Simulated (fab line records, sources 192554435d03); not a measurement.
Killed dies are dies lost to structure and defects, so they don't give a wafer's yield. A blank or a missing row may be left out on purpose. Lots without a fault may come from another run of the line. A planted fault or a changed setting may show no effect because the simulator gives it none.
fab line records | flow n5_finfet
record lots=10 wafers=30 last_day=17
route steps=1938 shown BEOL_M6@1236 BEOL_M7@1263 PASSIVATION@1936
lots that met no fault: from a run of the same line without faults
start_h: hours from the record's first day to the start of the lot's first wafer shown | wait_h: hours since the lot's step before | " the same as in the row above | L1.1+2: a row that stands for several wafers | - no value, or no start given | * or withheld: withheld | < > ~ a bound
route shown NAME@n: a module of which the file shows steps, and the number in the route of the first | usual: mean/standard deviation of fault-free wafers | same: alike in all rows | chamber/n: place in a boat | sites: the reading at each site | _std_site: their standard deviation | _edge_site: outer sites' mean less inner sites' | radius_mm: how far each site lies from the wafer's centre | mask NAME#n: copy n | behind: the tool/chamber that last shaped the wafer | hold: why the lot was held/for how many hours/how that ended | device: the transistor (n, p or np) that didn't switch | end of line: the same wafers' tests at the end of the route | a step without rows: its recipe alone | killed: dies lost to structure and defects at the first sort, not the wafer's yield | map: a wafer's dies, x killed, . not, _ none there
set.NAME: the setting as run; set.NAME@STEP: as run at that earlier step | model.NAME: the simulator's own value behind a step, which no gauge read
steps of the route over a sample of lots; a table a step, a row a wafer
services: from which hour (start_h, from the record's first day; less than 0 if before it) a tool's chamber was out of use, for how many hours, and why
## steps
# step N5_BEOL_M6_VIA_ETCH_34
# recipe chemistry=C4F6/O2 target=SiCOH_lowk target_depth_a=1263 mask_material=SOC taper_deg=4 time_s=50.9 ion_energy_ev=250 pressure_mtorr=30 source_w=345 bias_w=185 Ar_flow_sccm=300 C4F6_flow_sccm=10 O2_flow_sccm=10
# usual drypump_motor_current_A=5.8/0.44 oes_o_777_au=0.79/0.075 oes_product_au=0.79/0.078 rf_vpp_V=664/4.6 showerhead_plenum_p_Torr=2.88/0.1 throttle_valve_pct=20.88/0.24
# columns lot.wafer tool chamber start_h wait_h drypump_motor_current_A oes_o_777_au oes_product_au rf_hours_counter_h rf_vpp_V showerhead_plenum_p_Torr throttle_valve_pct
L652.2 rie_diel-01 0 185.02 0.0 5.7 0.73 0.73 181 658 2.73 21.16
L652.3 " 1 " " 5.6 0.83 0.85 55 672 3.00 20.69
L652.4 " 3 " " 6.2 0.78 0.77 130 668 2.96 20.84
L653.1 rie_diel-06 2 194.52 0.0 5.5 0.74 0.74 180 662 2.94 21.26
L653.2 " 1 " " 5.0 0.89 0.91 21 658 2.79 20.72
L653.5 " 2 " " 5.5 0.74 0.72 - 663 2.94 21.26
L659.1 rie_diel-06 1 232.58 0.0 5.0 0.86 0.87 34 656 2.79 20.74
L659.2 " 2 " " 5.4 0.74 0.72 192 663 2.93 21.27
L659.3 " 3 " " 6.4 0.75 0.75 150 662 2.84 21.18
L662.1 rie_diel-02 1 237.64 0.0 6.5 0.71 0.69 241 658 2.91 20.94
L662.3 " 2 " " 6.1 0.79 0.76 133 665 2.98 20.80
L662.6 " 3 " " 5.9 0.73 0.73 - 668 2.74 20.78
L660.1 rie_diel-06 3 242.54 0.0 6.4 0.74 0.75 153 661 2.84 21.17
L660.3 " 1 " " 5.0 0.86 0.86 37 657 2.79 20.76
L660.5 " 2 " " 5.4 0.73 0.73 - 662 2.93 21.28
L665.1 rie_diel-02 3 274.13 0.0 5.9 0.73 0.73 164 668 2.74 20.80
L665.4 " 2 " " 6.1 0.78 0.76 141 665 2.97 20.81
L665.5 " 1 " " 6.5 0.70 0.69 - 658 2.90 20.95
L666.2 rie_diel-02 0 277.20 0.0 5.5 0.91 0.91 28 666 3.02 20.59
L666.3 " 2 " " 6.1 0.77 0.75 142 666 2.97 20.81
L666.5 " 2 " " 6.1 0.78 0.75 - 665 2.97 20.82
L670.4 rie_diel-06 1 297.15 0.0 5.0 0.84 0.84 51 656 2.78 20.77
L670.5 " 3 " " 6.4 0.72 0.73 - 662 2.83 21.22
L670.6 " 2 " " 5.5 0.71 0.69 - 663 2.92 21.31
L674.1 rie_diel-02 0 317.96 0.0 5.5 0.88 0.89 44 664 3.01 20.61
L674.3 " 2 " " 6.1 0.77 0.75 158 666 2.96 20.85
L674.4 " 1 " " 6.5 0.94 0.94 9 657 2.90 20.59
L675.1 rie_diel-01 1 325.43 0.0 5.6 0.76 0.77 115 672 2.97 20.77
L675.3 " 2 " " 5.1 0.93 0.91 20 656 2.91 20.89
L675.6 " 1 " " 5.6 0.77 0.78 - 671 2.97 20.78
# step N5_BEOL_M6_DEP_56
# recipe material=SiCN target_thk_a=100 temp_c=withheld precursor=3MS/NH3 pressure_torr=3 rf_w=202 time_s=17.5
# usual showerhead_plenum_p_Torr=3.660/0.013 throttle_valve_pct=9.0/0.53
# columns lot.wafer tool chamber start_h wait_h showerhead_plenum_p_Torr throttle_valve_pct
L652.2 pecvd-03 2 189.14 0.0 3.648 8.5
L652.3 " 0 " " 3.675 9.4
L652.4 " 2 " " 3.649 8.5
L653.1 pecvd-04 2 199.39 0.0 3.665 8.5
L653.2 " 0 " " 3.652 8.9
L653.5 " 0 " " 3.649 8.7
L659.1 pecvd-03 2 235.52 0.0 3.653 8.6
L659.2 " 0 " " 3.662 9.3
L659.3 " 1 " " 3.671 10.2
L662.1 pecvd-02 2 240.43 0.0 3.646 8.4
L662.3 " 0 " " 3.653 9.1
L662.6 " 1 " " 3.680 9.7
L660.1 pecvd-02 1 245.61 0.0 3.676 9.7
L660.3 " 0 " " 3.643 9.3
L660.5 " 1 " " 3.679 9.7
L665.1 pecvd-02 1 278.01 0.0 3.670 9.9
L665.4 " 0 " " 3.640 9.2
L665.5 " 1 " " 3.676 9.7
L666.2 pecvd-02 0 279.64 0.0 3.650 9.3
L666.3 " 1 " " 3.688 9.5
L666.5 " 2 " " 3.649 8.4
L670.4 pecvd-04 1 301.19 0.0 3.655 8.5
L670.5 " 0 " " 3.642 9.0
L670.6 " 2 " " 3.660 8.6
L674.1 pecvd-03 1 320.71 0.0 3.660 9.9
L674.3 " 0 " " 3.671 9.3
L674.4 " 2 " " 3.650 8.1
L675.1 pecvd-03 0 328.08 0.0 3.675 9.6
L675.3 " 2 " " 3.657 8.5
L675.6 " 1 " " 3.688 9.9
# step N5_BEOL_M7_ILD_DEP_00
# recipe material=SiCOH_lowk target_thk_a=1797.5 temp_c=300 precursor=DEMS/porogen pressure_torr=5 rf_w=500 time_s=33.4
# usual heater_power_w=291/44 showerhead_plenum_p_Torr=5.734/0.02 susceptor_temp_C=299.96/0.2 throttle_valve_pct=13.7/0.56
# columns lot.wafer tool chamber start_h wait_h heater_power_w showerhead_plenum_p_Torr susceptor_temp_C throttle_valve_pct
L652.2 pecvd-01 0 189.29 0.0 297 5.716 300.32 13.9
L652.3 " 1 " " 275 5.752 299.94 14.4
L652.4 " 2 " " 284 5.725 300.34 13.2
L653.1 pecvd-02 0 199.52 0.0 333 5.716 299.96 14.1
L653.2 " 1 " " 306 5.741 300.10 14.8
L653.5 " 1 " " 228 5.750 299.73 14.7
L659.1 pecvd-01 1 235.65 0.0 258 5.773 299.95 14.1
L659.2 " 2 " " 268 5.721 299.99 13.4
L659.3 " 0 " " 259 5.731 285.66 13.7
L662.1 pecvd-01 2 240.56 0.0 268 5.705 299.81 13.2
L662.3 " 1 " " 274 5.770 299.92 14.1
L662.6 " 0 " " 263 5.740 285.17 13.8
L660.1 pecvd-01 2 245.74 0.0 244 5.730 299.72 13.2
L660.3 " 0 " " 285 5.747 285.18 13.8
L660.5 " 2 " " 254 5.728 299.89 13.1
L665.1 pecvd-02 2 278.14 0.0 267 5.723 299.65 13.2
L665.4 " 2 " " 267 5.729 299.98 13.2
L665.5 " 1 " " 294 5.753 300.04 14.6
L666.2 pecvd-02 1 279.77 0.0 235 5.758 299.81 14.7
L666.3 " 0 " " 310 5.712 300.02 13.9
L666.5 " 1 " " 235 5.745 300.24 14.8
L670.4 pecvd-02 2 301.32 0.1 304 5.723 300.20 12.9
L670.5 " 0 " " 346 5.722 300.17 14.3
L670.6 " 1 " " 298 5.761 300.27 14.6
L674.1 pecvd-01 1 320.84 0.0 265 5.766 299.77 14.1
L674.3 " 0 " " 312 5.734 299.75 14.0
L674.4 " 2 " " 212 5.719 300.16 13.2
L675.1 pecvd-01 0 328.21 0.0 334 5.735 299.76 13.8
L675.3 " 2 " " 272 5.724 299.60 13.0
L675.6 " 0 " " 336 5.732 300.00 13.7
# step N5_BEOL_M7_CURE_74
# recipe temp_c=385 time_s=240 ambient=He/Ar material=SiCOH_lowk
# usual lamp_power_pct=52.31/0.054 wafer_temp_C_max=386.6/0.5
# columns lot.wafer tool chamber start_h wait_h lamp_power_pct wafer_temp_C_max
L652.2 uv_cure-03 1 189.44 0.1 52.25 387.2
L652.3 " 1 " " 52.29 386.5
L652.4 " 1 " " 52.31 387.9
L653.1 uv_cure-01 1 199.59 0.0 52.40 385.6
L653.2 " 1 " " 52.27 386.1
L653.5 " 1 " " 52.39 386.7
L659.1 uv_cure-01 0 235.71 0.0 52.31 387.4
L659.2 " 0 " " 52.20 387.6
L659.3 " 0 " " 52.36 387.6
L662.1 uv_cure-01 0 240.63 0.0 52.36 387.0
L662.3 " 0 " " 52.32 387.9
L662.6 " 0 " " 52.29 387.4
L660.1 uv_cure-01 2 245.81 0.0 52.32 386.0
L660.3 " 2 " " 52.26 386.3
L660.5 " 2 " " 52.38 386.4
L665.1 uv_cure-02 0 278.21 0.0 52.28 386.2
L665.4 " 0 " " 52.36 386.3
L665.5 " 0 " " 52.34 386.8
L666.2 uv_cure-03 1 279.92 0.1 52.34 387.3
L666.3 " 1 " " 52.25 387.3
L666.5 " 1 " " 52.25 387.5
L670.4 uv_cure-03 2 301.61 0.3 52.33 386.5
L670.5 " 2 " " 52.34 386.6
L670.6 " 2 " " 52.36 386.5
L674.1 uv_cure-03 0 320.91 0.0 52.31 386.7
L674.3 " 0 " " 52.30 386.7
L674.4 " 0 " " 52.30 386.0
L675.1 uv_cure-01 1 328.27 0.0 52.24 386.3
L675.3 " 1 " " 52.39 386.3
L675.6 " 1 " " 52.20 386.4
# step N5_BEOL_M7_THK_MEAS_01
# recipe reads=SiCOH_lowk_of_BEOL_M7_ILD_DEP_00
# usual M7_ILD_THK=154.7/1.8
# columns lot.wafer tool chamber start_h wait_h M7_ILD_THK[nm]
L652.2 film_metro-02 - 189.87 0.4 153.0
L652.3 " - " " 153.9
L652.4 " - " " 156.8
L653.1 film_metro-02 - 200.10 0.4 152.2
L653.2 " - " " 154.0
L653.5 " - " " 156.2
L659.1 film_metro-01 - 236.23 0.4 152.8
L659.2 " - " " 151.8
L659.3 " - " " 167.3
L662.1 film_metro-02 - 241.62 0.8 153.2
L662.3 " - " " 152.1
L662.6 " - " " 171.5
L660.1 film_metro-01 - 246.32 0.4 152.3
L660.3 " - " " 165.7
L660.5 " - " " 155.3
L665.1 film_metro-02 - 278.72 0.4 155.9
L665.4 " - " " 157.2
L665.5 " - " " 159.1
L666.2 film_metro-02 - 280.35 0.4 153.6
L666.3 " - " " 153.3
L666.5 " - " " 156.7
L670.4 film_metro-01 - 301.88 0.2 160.1
L670.5 " - " " 157.5
L670.6 " - " " 158.6
L674.1 film_metro-02 - 321.42 0.4 153.4
L674.3 " - " " 155.9
L674.4 " - " " 158.6
L675.1 film_metro-01 - 328.80 0.4 152.8
L675.3 " - " " 155.0
L675.6 " - " " 154.2
# step N5_PASSIVATION_PROBE_49
# usual defect_limited_yield=91.2/1.4 killed_at_M0_to_M3=34/9.4 killed_at_M4_up=13/5.8 killed_at_contacts=13/6.4 killed_at_front_end=41/11 killed_at_other=3.1/2.3 killed_dies=103/16 killed_on_rim=13/3.4 killed_open=69/12 killed_short=33/7.8 sort_bin_5_function=5.1/0.91 sort_bin_6_memory=3.3/0.63 sort_n_pass=1077/16 sort_yield_pct=91.2/1.4
# same gross_dies=1180 killed_at_back_side=0 sort_bin_4_leakage[%]=0 sort_bin_8_speed[%]=0
# columns lot.wafer tool chamber start_h wait_h defect_limited_yield[%] killed_at_M0_to_M3 killed_at_M4_up killed_at_contacts killed_at_front_end killed_at_other killed_dies killed_on_rim killed_open killed_short sort_bin_5_function[%] sort_bin_6_memory[%] sort_n_pass sort_yield_pct[%]
L659.1 prober-01 - 313.93 0.0 91.9 41 20 10 22 3 96 13 57 39 4.9 3.1 1084 91.9
L659.2 prober-01 - 313.98 0.1 90.9 28 14 10 52 3 107 13 76 31 5.4 3.6 1073 90.9
L659.3 prober-01 - 314.03 0.1 91.9 36 16 0 43 1 96 12 68 24 4.9 2.8 1084 91.9
# killed by level:class
L659.1 BEOL_M0_SAQP:geometric_particle:short=12 BEOL_M3:geometric_particle:open=10 BEOL_M0_SAQP:geometric_particle:open=9 STI_FIN_REVEAL:geometric_particle:open=7 BEOL_M4:geometric_particle:short=5 MOL_CONTACT_COAG:geometric_particle:short=5 MOL_CONTACT_COAG:geometric_particle:open=5 BEOL_M4:geometric_particle:open=5
L659.2 STI_FIN_REVEAL:geometric_particle:open=24 BEOL_M0_SAQP:geometric_particle:short=10 MOL_CONTACT_COAG:geometric_particle:open=9 FIN_SAQP:geometric_particle:open=8 DUMMY_GATE:geometric_particle:open=6 BEOL_M0_SAQP:geometric_particle:open=6 BEOL_M4:geometric_particle:open=6 BEOL_M3:geometric_particle:open=5
L659.3 STI_FIN_REVEAL:geometric_particle:open=22 BEOL_M0_SAQP:geometric_particle:open=12 BEOL_M0_SAQP:geometric_particle:short=8 DUMMY_GATE:geometric_particle:open=7 BEOL_M2:geometric_particle:open=7 BEOL_M5:geometric_particle:open=5 STI_FIN_REVEAL:geometric_particle:short=3 BEOL_M1:geometric_particle:open=3
## services
# columns tool chamber start_h hours kind
rie_diel-02 - 161.27 0.4 repair
uv_cure-03 - 167.27 0.3 repair
pecvd-03 1 182.27 23.1 repair
rie_diel-01 2 185.30 17.7 repair
uv_cure-03 - 194.90 7.5 pm
rie_diel-02 1 195.81 5.5 repair
rie_diel-02 3 198.03 6.0 repair
uv_cure-02 - 200.93 1.8 repair
pecvd-02 2 202.38 - clean
pecvd-02 2 202.38 - consumable_replace:showerhead
pecvd-02 2 202.38 29.0 scheduled_down
pecvd-03 - 204.38 14.6 pm
pecvd-02 - 227.83 0.8 repair
pecvd-04 2 239.49 10.0 repair
rie_diel-02 - 241.53 15.6 pm
rie_diel-06 1 266.28 23.2 repair
uv_cure-01 - 272.45 1.2 repair
pecvd-03 - 275.77 0.4 repair
pecvd-03 - 280.65 5.5 pm
uv_cure-01 - 301.21 7.1 pm
pecvd-01 0 308.57 10.3 repair
uv_cure-01 - 315.45 0.8 repair
uv_cure-02 - 320.65 1.0 pm
pecvd-04 - 324.79 6.0 pm
## key
first_sign step=N5_BEOL_M7_ILD_DEP_00 reading=susceptor_temp_C direction=down sigmas=72 usual=* struck=*
effect step=N5_BEOL_M7_THK_MEAS_01 reading=M7_ILD_THK direction=up sigmas=7.5 usual=154.7 struck=168.2
met_at N5_BEOL_M7_ILD_DEP_00
struck_lots L659,L660,L662
struck_wafers L659.3,L660.3,L662.6
not_acting_at N5_BEOL_M6_VIA_ETCH_34,N5_BEOL_M6_DEP_56,N5_BEOL_M7_CURE_74
onset_between 189.29 235.65
fault kind=process_parameter_drift tool=pecvd-01 chamber=0 onset_h=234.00 steps=N5_BEOL_M7_ILD_DEP_00 channel=temp_c offset=* shape=step end_h=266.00 acts_in=* stated=*
